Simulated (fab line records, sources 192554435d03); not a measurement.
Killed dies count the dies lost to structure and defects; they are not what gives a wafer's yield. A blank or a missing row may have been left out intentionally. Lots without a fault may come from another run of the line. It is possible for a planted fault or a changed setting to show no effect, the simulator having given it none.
A lot that was struck, set against a sound lot    flow n5-finfet    15 steps out of a route of 1938
Sound: the wafers L963.1, L963.3, L963.4. Struck: wafers L971.2, L971.3 (left out: L971.1, a lot-mate that was not struck); the cause follows at the end.
At each step with rows: each side's tool, then ch and its chambers, then its first start. Under that, the readings that differ: sound wafers    struck wafers    difference of the means    sigmas: that difference in standard deviations of wafers without a fault.
alike: a reading whose means differ by less than 2 such deviations, as well as words and numbers matching on both sides. not compared: withheld readings; readings where some wafer has no value; bounds like >300 that might hide an equal value; numbers whose values overlap and for which the record gives no deviation.
The two part at a step that has a row with sigmas, a row that says differs or no value, or rows on one side only. Numbers that don't overlap but have no deviation are shown without sigmas and don't part them. Lack of a reading on every wafer of one side parts them only where that side has two or more wafers.

N5_GATE_CUT_OVL_MEAS_14:
  sound on overlay-02 ch 0, day 7 04:56; struck on overlay-02 ch 0, day 9 03:55
  alike: GATE_CUT_OVL
N5_GATE_CUT_INSPECT_15: inspects for defects (brightfield).
  struck on defect-inspect-02, day 9 03:58; sound on defect-inspect-02, day 7 04:59
  alike: raw-defect-count
then, 2 steps without rows for these wafers: N5_GATE_CUT_DESCUM_18 (chemistry O2, time 7 s); N5_GATE_CUT_ETCH_28 (etches underlayer in N2/H2, target depth 13 nm, time 10.4 s).
N5_GATE_CUT_ETCH_36: etches SiARC in CF4, target depth 13 nm, time 21.7 s.
  sound on rie-diel-04 ch 0,1, day 7 05:16; struck on rie-diel-05 ch 0,2, day 9 04:03
reading                sound           struck     difference  sigmas
etch-rf-on-time-s (s)  20.8 21.4 20.9  22.1 21.8  +0.9        +3
  alike: bias-w, drypump-motor-current-A, oes-product-au, rf-vpp-V, showerhead-plenum-p-Torr, throttle-valve-pct
  not compared: rf-hours-counter-h
then, 3 steps without rows for these wafers: N5_GATE_CUT_ETCH_37 (etches SOC in N2/H2, target depth 60 nm, overetch 12 nm, time 90 s); N5_GATE_CUT_STRIP_38 (strips in N2/H2); N5_GATE_CUT_STRIP_39 (strips in N2/H2).
N5_GATE_CUT_HM_OPEN_40: chemistry C4F6/O2, target SiO2, target depth 139 nm, time 85.1 s.
  sound on rie-diel-04 ch 0,1, day 7 05:23; struck on rie-diel-05 ch 0,2, day 9 04:10
  alike: bias-w, drypump-motor-current-A, etch-rf-on-time-s, oes-product-au, rf-vpp-V, showerhead-plenum-p-Torr, throttle-valve-pct
  not compared: rf-hours-counter-h
then, 1 step without rows for these wafers: N5_GATE_CUT_STRIP_41 (strips in CF4).
N5_GATE_CUT_STRIP_42: strips in O2.
  sound on rie-diel-04 ch 0,1, day 7 05:28; struck on rie-diel-05 ch 0,2, day 9 04:15
  alike: drypump-motor-current-A, oes-product-au, rf-vpp-V, showerhead-plenum-p-Torr, throttle-valve-pct
  not compared: rf-hours-counter-h
N5_GATE_CUT_ETCH_19: etches SiNx in CH3F/O2, target depth 53.7 nm, time 76.7 s.
  sound on rie-diel-04 ch 0,1, day 7 05:30; struck on rie-diel-05 ch 0,2, day 9 04:17
  alike: bias-w, drypump-motor-current-A, etch-rf-on-time-s, oes-product-au, rf-vpp-V, showerhead-plenum-p-Torr, throttle-valve-pct
  not compared: rf-hours-counter-h
N5_GATE_CUT_CUT_ETCH_53: etches W in SF6/Cl2, target depth 79.2 nm.
  sound on rie-metal-02 ch 0,1, day 7 05:37; struck on rie-metal-02 ch 0,1, day 9 04:23
reading                sound           struck     difference  sigmas
etch-rf-on-time-s (s)  25.8 26.1 26.4  31.6 32.1  +5.8        +19
  alike: bias-w, drypump-motor-current-A, oes-product-au, throttle-valve-pct
  not compared: rf-hours-counter-h
N5_GATE_CUT_CUT_ETCH_54: etches TiN in Cl2/BCl3, target depth 96.7 nm.
  sound on rie-metal-02 ch 0,1, day 7 05:40; struck on rie-metal-02 ch 0,1, day 9 04:27
  alike: bias-w, drypump-motor-current-A, etch-rf-on-time-s, oes-product-au, throttle-valve-pct
  not compared: rf-hours-counter-h
-- record jumps: 4 days separate the struck wafers' starts on either side; left off in module GATE_CUT, taken up again in module BEOL_M4, whose first shown step is the route's number 1111 --
N5_BEOL_M4_RC_MEAS_101:
  sound on prober-02 ch 0, day 10 09:59; struck on prober-01 ch 0, day 12 18:42
  alike: DIBL_N, DIBL_P, IOFF_N, IOFF_P, ION_N, ION_P, SS_N, SS_P, VT_N, VT_P

WHERE THEY PART
Earliest at N5_GATE_CUT_ETCH_36; latest, in this record, at N5_GATE_CUT_CUT_ETCH_53. Later steps at which nothing parts them and some readings are alike: N5_GATE_CUT_CUT_ETCH_54, N5_BEOL_M4_RC_MEAS_101.

WHY: whatever the simulator had introduced
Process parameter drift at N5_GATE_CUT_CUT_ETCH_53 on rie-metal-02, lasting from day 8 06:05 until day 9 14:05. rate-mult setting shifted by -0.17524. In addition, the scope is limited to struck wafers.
